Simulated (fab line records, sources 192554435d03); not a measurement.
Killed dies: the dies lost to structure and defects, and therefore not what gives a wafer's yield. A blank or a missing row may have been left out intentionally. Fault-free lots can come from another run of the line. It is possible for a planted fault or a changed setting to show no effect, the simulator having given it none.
fab line records	flow n5Finfet
[record] lots = 6	wafers = 18	lastDay = 17
route steps=1938 shown DUMMY_GATE@255 SPACER0@258 SD_EPI_N@262 BEOL_M4@1111
lots that met no fault: from a run of the same line without faults
startH: hours from the record's opening day to when the first of the lot's shown wafers began	waitH: hours from the lot's prior step to this one	" identical to the entry in the row above	L1.1+2: a single row standing in for several wafers	- no value present, or no start provided	* or withheld: withheld	< > ~ a bound
route shown NAME@n: names a module that has steps shown in the file, with the first one's number in the route	usual: average and standard deviation across the fault-free wafers	same: alike in all rows	chamber/n: place in a boat	sites: the reading at each site	_std_site: the values' standard deviation	_edge_site: outer sites' mean less inner sites'	radiusMm: for every site, how far away it sits from the centre of the wafer	mask NAME#n: copy n	behind: the most recent tool/chamber to have shaped the wafer	hold: cause of the lot's hold/its duration in hours/its outcome	device: the n, p or np transistor that did not switch	end of line: tests run on the same wafers once the route is complete	for a step that has no rows: nothing shown but its recipe	killed: not the wafer's yield, but the dies lost to structure and defects at the first sort	map: a wafer's dies, x killed, . not, _ none there
set.NAME: the run value of the setting; set.NAME@STEP: its run value at that earlier step	model.NAME: the simulator's own value behind a step, which no gauge read
a table for each step, a row for each wafer; lots at some steps of the route
services: a tool's chamber out of use, with start hour (startH, from the record's first day; less than 0 if before it), hours out, and reason
[[steps]]
[step N5_DUMMY_GATE_SRD_26]
[recipe] dry = ipaMarangoni	timeS = 30	tempC = 23	rinseLiquid = diw
[step N5_DUMMY_GATE_UV_OZONE_45]
[recipe] timeS = 120	pressureTorr = 760	tempC = 25
[step N5_DUMMY_GATE_INSPECT_27]
[recipe] inspectInstrument = brightfield	mode = aei
[usual] rawDefectCount = 277/64
lot.wafer	tool	chamber	startH	waitH	rawDefectCount
L700.3	defectInspect-02	-	52.88	0.0	306
L700.5	"	-	"	"	283
L700.6	"	-	"	"	329
L702.2	defectInspect-02	-	66.27	0.0	371
L702.3	"	-	"	"	151
L702.4	"	-	"	"	270
L713.2	defectInspect-02	-	132.56	0.0	410
L713.5	"	-	"	"	181
L713.6	"	-	"	"	284
L714.2	defectInspect-01	-	137.66	0.0	309
L714.4	"	-	"	"	322
L714.5	"	-	"	"	308
L720.2	defectInspect-01	-	174.27	0.0	254
L720.3	"	-	"	"	382
L720.5	"	-	"	"	336
L722.1	defectInspect-01	-	185.24	0.0	217
L722.2	"	-	"	"	249
L722.6	"	-	"	"	264
[step N5_SPACER0_ALD_07]
[recipe] material = SiNx	targetThkA = 20	tempC = 400	aldPrecursorFamily = SiH2I2	aldCoReactant = N2/H2-plasma	pressureTorr = 2
[usual] heaterPowerW = 842/77
lot.wafer	tool	chamber	startH	waitH	heaterPowerW	sinceWetCleanH
L700.3	aldSin-04	1	52.91	0.0	798	45
L700.5	"	2	"	"	943	-
L700.6	"	3	"	"	758	-
L702.2	aldSin-01	3	66.36	0.1	810	347
L702.3	"	1	"	"	902	347
L702.4	"	0	"	"	1040	347
L713.2	aldSin-04	1	132.60	0.0	830	125
L713.5	"	0	"	"	812	-
L713.6	"	1	"	"	839	-
L714.2	aldSin-01	0	137.71	0.0	971	38
L714.4	"	3	"	"	786	38
L714.5	"	0	"	"	976	-
L720.2	aldSin-01	2	174.77	0.5	807	75
L720.3	"	0	"	"	977	75
L720.5	"	0	"	"	975	-
L722.1	aldSin-01	1	185.27	0.0	915	85
L722.2	"	2	"	"	798	85
L722.6	"	3	"	"	787	-
[step N5_SPACER0_ALD_00]
[recipe] material = SiOCN	targetThkA = 35	tempC = 400	aldPrecursorFamily = alkyl-aminosilane	aldCoReactant = O2/N2-plasma	pulseTimeS = 3	purgeTimeS = 2	coReactantPurgeTimeS = 2	aldCycles = 58	pressureTorr = 2
[usual] heaterPowerW = 843/79	precursorPulseHeightRel = 1.001/0.021
lot.wafer	tool	chamber	startH	waitH	heaterPowerW	precursorPulseHeightRel	sinceWetCleanH
L700.3	aldSin-04	1	53.06	0.1	815	0.985	45
L700.5	"	2	"	"	907	1.015	-
L700.6	"	3	"	"	760	1.038	-
L702.2	aldSin-01	3	66.51	0.1	802	1.001	347
L702.3	"	1	"	"	847	0.997	347
L702.4	"	0	"	"	1021	0.980	347
L713.2	aldSin-04	1	132.75	0.1	816	0.951	125
L713.5	"	0	"	"	843	1.013	-
L713.6	"	1	"	"	850	1.017	-
L714.2	aldSin-01	0	137.86	0.1	966	0.983	38
L714.4	"	3	"	"	781	0.996	38
L714.5	"	0	"	"	992	0.988	-
L720.2	aldSin-01	2	174.92	0.1	813	1.031	75
L720.3	"	0	"	"	978	1.008	75
L720.5	"	0	"	"	970	0.995	-
L722.1	aldSin-01	1	185.43	0.1	899	1.016	85
L722.2	"	2	"	"	801	1.011	85
L722.6	"	3	"	"	766	1.000	-
[step N5_SPACER0_ALD_08]
[recipe] material = SiNx	targetThkA = 20	tempC = 400	aldPrecursorFamily = SiH2I2	aldCoReactant = N2/H2-plasma	pressureTorr = 2
[usual] heaterPowerW = 844/76
lot.wafer	tool	chamber	startH	waitH	heaterPowerW	sinceWetCleanH
L700.3	aldSin-04	1	53.32	0.1	805	45
L700.5	"	2	"	"	921	-
L700.6	"	3	"	"	755	-
L702.2	aldSin-01	3	66.77	0.1	805	348
L702.3	"	1	"	"	873	348
L702.4	"	0	"	"	1029	348
L713.2	aldSin-04	1	133.01	0.1	841	125
L713.5	"	0	"	"	860	-
L713.6	"	1	"	"	841	-
L714.2	aldSin-01	0	138.12	0.1	989	38
L714.4	"	3	"	"	788	38
L714.5	"	0	"	"	951	-
L720.2	aldSin-01	2	175.18	0.1	801	75
L720.3	"	0	"	"	964	75
L720.5	"	0	"	"	952	-
L722.1	aldSin-01	1	185.68	0.1	896	86
L722.2	"	2	"	"	807	86
L722.6	"	3	"	"	805	-
[step N5_SPACER0_INSPECT_04]
[recipe] inspectInstrument = darkfield	mode = postDep
[usual] rawDefectCount = 128/28
lot.wafer	tool	chamber	startH	waitH	rawDefectCount
L700.3	defectInspect-02	-	53.48	0.1	141
L700.5	"	-	"	"	126
L700.6	"	-	"	"	170
L702.2	defectInspect-02	-	66.93	0.1	140
L702.3	"	-	"	"	79
L702.4	"	-	"	"	128
L713.2	defectInspect-02	-	133.17	0.1	167
L713.5	"	-	"	"	106
L713.6	"	-	"	"	144
L714.2	defectInspect-02	-	138.28	0.1	155
L714.4	"	-	"	"	147
L714.5	"	-	"	"	114
L720.2	defectInspect-02	-	175.34	0.1	113
L720.3	"	-	"	"	145
L720.5	"	-	"	"	132
L722.1	defectInspect-02	-	185.84	0.1	92
L722.2	"	-	"	"	112
L722.6	"	-	"	"	112
[step N5_SD_EPI_N_COAT_32]
[recipe] resist = SOC	tempC = 250	timeS = 60	spinRpm = 1500	resistThkNm = 350
[step N5_SD_EPI_N_COAT_33]
[recipe] resist = SiARC	tempC = 220	timeS = 60	spinRpm = 1500	resistThkNm = 35
[step N5_SD_EPI_N_COAT_03]
[recipe] resist = CAR-ArF-block	spinRpm = 1500	resistThkNm = 150
[step N5_SD_EPI_N_EBR_05]
[recipe] solvent = PGMEA	ebrWidthMm = 1.5
[step N5_SD_EPI_N_SOFTBAKE_04]
[recipe] tempC = 110	timeS = 60	resist = CAR-ArF-block
[step N5_SD_EPI_N_EXPOSE_06]
[recipe] maskId = SD_N_BLK	na = 1.35	sourceShape = conventional	sigmaOuter = 0.8	polarization = unpolarized	targetCdNm = 120	doseMj = 39.75
lot.wafer	tool	chamber	startH	waitH	mask	model.SD_EPI_N.overlayXNm
L700.3+5+6	arfiScanner-03	0	53.77	-	SD_N_BLK#0	-0.2
L702.2+3+4	arfiScanner-01	0	67.24	-	SD_N_BLK#0	0
L713.2+5+6	arfiScanner-03	0	133.45	-	SD_N_BLK#0	14
L714.2+4+5	arfiScanner-03	0	138.43	-	SD_N_BLK#0	15.2
L720.2+3+5	arfiScanner-02	0	175.49	-	SD_N_BLK#0	0
L722.1+2+6	arfiScanner-01	0	186.12	-	SD_N_BLK#0	0.4
[step N5_SD_EPI_N_PEB_07]
[recipe] pebTempC = 110	pebTimeS = 60	resist = CAR-ArF-block
[step N5_SD_EPI_N_DEVELOP_08]
[recipe] developTimeS = 30	developer = TMAH	resist = CAR-ArF-block	devTempC = 23	rinseLiquid = diw	dry = airSpin
[step N5_SD_EPI_N_CD_MEAS_09]
[recipe] targetCdNm = 120	landingEnergyEv = 500	detector = seInlens
[usual] cdNm = 119.9/0.54
lot.wafer	tool	chamber	startH	waitH	cdNm
L700.3	cdSem-03	0	53.88	-	120.1
L700.5	"	0	"	"	120.1
L700.6	"	0	"	"	119.6
L702.2	cdSem-02	0	67.36	-	119.7
L702.3	"	0	"	"	118.6
L702.4	"	0	"	"	118.9
L713.2	cdSem-03	0	133.57	-	120.1
L713.5	"	0	"	"	120.1
L713.6	"	0	"	"	119.9
L714.2	cdSem-02	0	138.55	-	119.5
L714.4	"	0	"	"	119.7
L714.5	"	0	"	"	119.6
L720.2	cdSem-03	0	175.61	-	120.0
L720.3	"	0	"	"	120.6
L720.5	"	0	"	"	120.9
L722.1	cdSem-02	0	186.24	-	119.1
L722.2	"	0	"	"	119.6
L722.6	"	0	"	"	119.7
[step N5_SD_EPI_N_OVL_MEAS_10]
[recipe] pointsPerWafer = 44
[usual] SD_N_BLK_OVL = -0.3/0.77
lot.wafer	tool	chamber	startH	waitH	SD_N_BLK_OVL[nm]
L700.3	overlay-01	0	53.91	0.0	0.2
L700.5	"	0	"	"	0.5
L700.6	"	0	"	"	-0.1
L702.2	overlay-02	0	67.39	0.0	-0.9
L702.3	"	0	"	"	0.0
L702.4	"	0	"	"	-0.2
L713.2	overlay-01	0	133.60	0.0	14.1
L713.5	"	0	"	"	14.6
L713.6	"	0	"	"	14.1
L714.2	overlay-02	0	138.58	0.0	15.5
L714.4	"	0	"	"	15.6
L714.5	"	0	"	"	14.9
L720.2	overlay-02	0	175.64	0.0	-0.6
L720.3	"	0	"	"	-1.3
L720.5	"	0	"	"	-1.4
L722.1	overlay-01	0	186.27	0.0	0.1
L722.2	"	0	"	"	1.3
L722.6	"	0	"	"	1.4
[step N5_SD_EPI_N_INSPECT_11]
[recipe] mode = adi	inspectInstrument = macro
[usual] rawDefectCount = 2.0/1.4
lot.wafer	tool	chamber	startH	waitH	rawDefectCount
L700.3	defectInspect-02	-	53.93	0.0	0
L700.5	"	-	"	"	3
L700.6	"	-	"	"	3
L702.2	defectInspect-01	-	67.41	0.0	2
L702.3	"	-	"	"	0
L702.4	"	-	"	"	2
L713.2	defectInspect-01	-	133.62	0.0	1
L713.5	"	-	"	"	1
L713.6	"	-	"	"	4
L714.2	defectInspect-01	-	138.61	0.0	1
L714.4	"	-	"	"	2
L714.5	"	-	"	"	1
L720.2	defectInspect-02	-	175.67	0.0	3
L720.3	"	-	"	"	0
L720.5	"	-	"	"	4
L722.1	defectInspect-01	-	186.29	0.0	2
L722.2	"	-	"	"	1
L722.6	"	-	"	"	3
[step N5_BEOL_M4_RC_MEAS_101]
[usual] DIBL_N = 36.4/1.5	DIBL_P = 36.6/1.9	IOFF_N = 0.155/0.021	IOFF_P = 0.211/0.028	ION_N = 671/8.6	ION_P = 462/5.8	SS_N = 71.5/0.5	SS_P = 73.4/0.58	VT_N = 250.1/2.4	VT_P = -250.1/3
lot.wafer	tool	chamber	startH	waitH	DIBL_N[mV/V]	DIBL_P[mV/V]	IOFF_N[nA/um]	IOFF_P[nA/um]	ION_N[uA/um]	ION_P[uA/um]	SS_N[mV/dec]	SS_P[mV/dec]	VT_N[mV]	VT_P[mV]
L700.3	prober-01	0	176.79	0.3	37.1	37.4	0.171	0.216	674	460	72.2	73.8	250.8	-251.0
L700.5	"	0	"	"	34.4	33.9	0.128	0.171	661	451	70.4	73.1	252.5	-251.1
L700.6	"	0	"	"	36.4	37.1	0.157	0.220	668	459	71.5	73.1	250.2	-249.9
L702.2	prober-01	0	186.62	0.2	36.9	38.2	0.157	0.202	670	455	71.2	72.7	252.9	-250.5
L702.3	"	0	"	"	37.0	38.2	0.161	0.208	674	460	71.4	72.5	252.0	-248.0
L702.4	"	0	"	"	38.1	38.9	0.173	0.218	676	456	73.1	74.1	252.0	-251.1
L713.2	prober-02	0	244.65	0.2	35.9	35.0	0.149	0.202	665	453	71.5	73.0	251.1	-251.5
L713.5	"	0	"	"	36.1	34.8	0.155	0.196	661	456	71.9	73.6	249.6	-249.0
L713.6	"	0	"	"	33.7	32.7	0.121	0.173	652	449	70.4	72.9	251.0	-255.1
L714.2	prober-02	0	253.29	0.2	38.5	39.2	0.184	0.262	689	472	71.7	74.0	246.4	-247.2
L714.4	"	0	"	"	36.7	36.6	0.153	0.218	681	468	71.5	73.7	247.8	-251.6
L714.5	"	0	"	"	36.9	36.5	0.154	0.214	664	458	72.1	73.5	247.7	-249.8
L720.2	prober-01	0	303.97	0.2	38.0	39.2	0.164	0.232	663	458	72.0	74.1	253.2	-247.9
L720.3	"	0	"	"	38.0	39.1	0.172	0.229	680	469	71.4	73.5	248.9	-248.7
L720.5	"	0	"	"	39.2	40.8	0.197	0.266	677	465	71.9	74.4	247.6	-245.2
L722.1	prober-02	0	308.25	0.0	34.5	34.4	0.117	0.138	674	460	70.9	72.5	252.8	-259.8
L722.2	"	0	"	"	36.2	35.8	0.140	0.153	675	455	71.0	73.1	251.5	-257.3
L722.6	"	0	"	"	37.7	38.3	0.170	0.188	680	454	70.7	74.0	247.1	-252.9
[[services]]
tool	chamber	startH	hours	kind
arfiScanner-01	-	29.62	0.8	repair
arfiScanner-03	-	31.71	1.0	pm
arfiScanner-02	-	42.40	6.8	repair
arfiScanner-03	-	45.79	4.9	pm
aldSin-01	-	46.61	14.6	pm
arfiScanner-03	-	62.52	3.9	pm
aldSin-04	2	66.71	6.5	repair
arfiScanner-02	-	66.80	1.0	pm
arfiScanner-02	-	68.15	1.5	pm
aldSin-01	-	76.81	6.0	pm
arfiScanner-02	-	80.57	4.9	pm
aldSin-01	-	86.21	14.0	pm
arfiScanner-01	-	98.95	3.9	pm
arfiScanner-03	-	104.70	6.0	pm
arfiScanner-02	-	105.20	1.3	pm
arfiScanner-01	-	119.98	1.0	pm
arfiScanner-01	-	128.86	1.3	pm
arfiScanner-01	-	151.18	3.1	pm
arfiScanner-03	-	153.22	1.3	pm
arfiScanner-03	-	162.23	0.8	pm
aldSin-04	2	163.53	5.6	repair
arfiScanner-03	-	163.65	0.7	repair
arfiScanner-02	-	164.99	0.8	pm
arfiScanner-01	-	169.89	2.6	repair
[[key]]
[firstSign] step = N5_SD_EPI_N_OVL_MEAS_10	reading = SD_N_BLK_OVL	direction = up	sigmas = 19	usual = -0.3	struck = 14.8
effect none on later readings
[modelEffect] step = N5_SD_EPI_N_EXPOSE_06	value = SD_EPI_N.overlayXNm	without = -0.2	struck = 14.6
metAt N5_SD_EPI_N_EXPOSE_06
struckWafers L713.2,L713.5,L713.6,L714.2,L714.4,L714.5
onsetBetween 53.77 133.45
[fault] kind = scannerMatchingOverlay	tool = arfiScanner-03	chamber = -	onsetH = 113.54	steps = N5_SD_EPI_N_EXPOSE_06	offset = 14.784
